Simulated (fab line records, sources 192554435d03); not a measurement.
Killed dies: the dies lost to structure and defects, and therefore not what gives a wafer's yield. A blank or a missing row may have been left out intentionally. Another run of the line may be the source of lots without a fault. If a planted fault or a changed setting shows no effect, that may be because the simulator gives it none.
One fault seen from 3 desks	flow n5_finfet	numbers are kept per desk, each desk with only its own; the story behind them comes last

== AT THE TOOL OWNER'S DESK: rie_diel-04 ==
The tool's own readings at N5_PASSIVATION_PASS_ETCH_74 (etches SiNx in CF4/O2, target depth 220 nm, time 110 s): means of the sampled wafers that have a number, for each lot that ran on this tool. Any lot whose mean is over 4 standard deviations away from the usual mean is out of limits and marked OUT; that distance is given in the brackets.
Columns: A = O2_flow_sccm at N5_PASSIVATION_PASS_ETCH_74, usual 10.000 sccm; B = drypump_motor_current_A at N5_PASSIVATION_PASS_ETCH_74, usual 5.7 A; C = oes_f_703_au at N5_PASSIVATION_PASS_ETCH_74, usual 0.83 a.u.; D = oes_product_au at N5_PASSIVATION_PASS_ETCH_74, usual 0.83 a.u.; E = rf_vpp_V at N5_PASSIVATION_PASS_ETCH_74, usual 240 V; F = showerhead_plenum_p_Torr at N5_PASSIVATION_PASS_ETCH_74, usual 2.17 Torr; G = throttle_valve_pct at N5_PASSIVATION_PASS_ETCH_74, usual 15.80 %
lot	first seen here	A	B	C	D	E	F	G
L831	day 11 09:18	9.978	5.7	0.77	0.76	238	2.12	15.78
L837	day 13 09:53	10.035	5.5	0.83	0.77	238	2.12	15.90
L841	day 14 12:59	10.040	6.2	0.80	0.76	242	2.23	15.58
This desk found nothing out of limits on any of the 3 lots.

== THE DEFECT DESK ==
Inspection counts along the route, by lot: the mean over sampled wafers that carry a number. Any lot whose mean is over 4 standard deviations away from the usual mean is out of limits and marked OUT; that distance is given in the brackets.
Columns: A = raw_defect_count at N5_PASSIVATION_INSPECT_61, usual 2.1
lot	first seen here	A
L831	day 11 09:08	1.7
L830	day 12 03:15	1.3
L837	day 13 09:32	2.0
L841	day 14 12:53	1.0
L847	day 16 11:46	2.3
L848	day 17 04:25	2.7
This desk found nothing out of limits on any of the 6 lots.

== THE METROLOGY DESK ==
What the gauges read for every lot (on any tool): the sampled wafers with a number, averaged. Any lot whose mean is over 4 standard deviations away from the usual mean is out of limits and marked OUT; that distance is given in the brackets.
Columns: A = cd_nm at N5_PASSIVATION_CD_MEAS_10, usual 3000.4 nm; B = TV_OVL at N5_PASSIVATION_OVL_MEAS_60, usual -4 nm
lot	first seen here	A	B
L831	day 11 09:05	3001.8	-11
L830	day 12 03:12	2996.9	-3
L837	day 13 09:29	2997.9	-4
L841	day 14 12:50	3003.6	-7
L847	day 16 11:43	3002.4	-8
L848	day 17 04:22	3002.2	1
This desk found nothing out of limits on any of the 6 lots.

== PUT TOGETHER ==
The desk of the tool owner found nothing out of limits.
Nothing the defect desk looked at was out of limits.
The metrology desk saw nothing out of limits.

== WHAT WAS PUT IN BY THE SIMULATOR ==
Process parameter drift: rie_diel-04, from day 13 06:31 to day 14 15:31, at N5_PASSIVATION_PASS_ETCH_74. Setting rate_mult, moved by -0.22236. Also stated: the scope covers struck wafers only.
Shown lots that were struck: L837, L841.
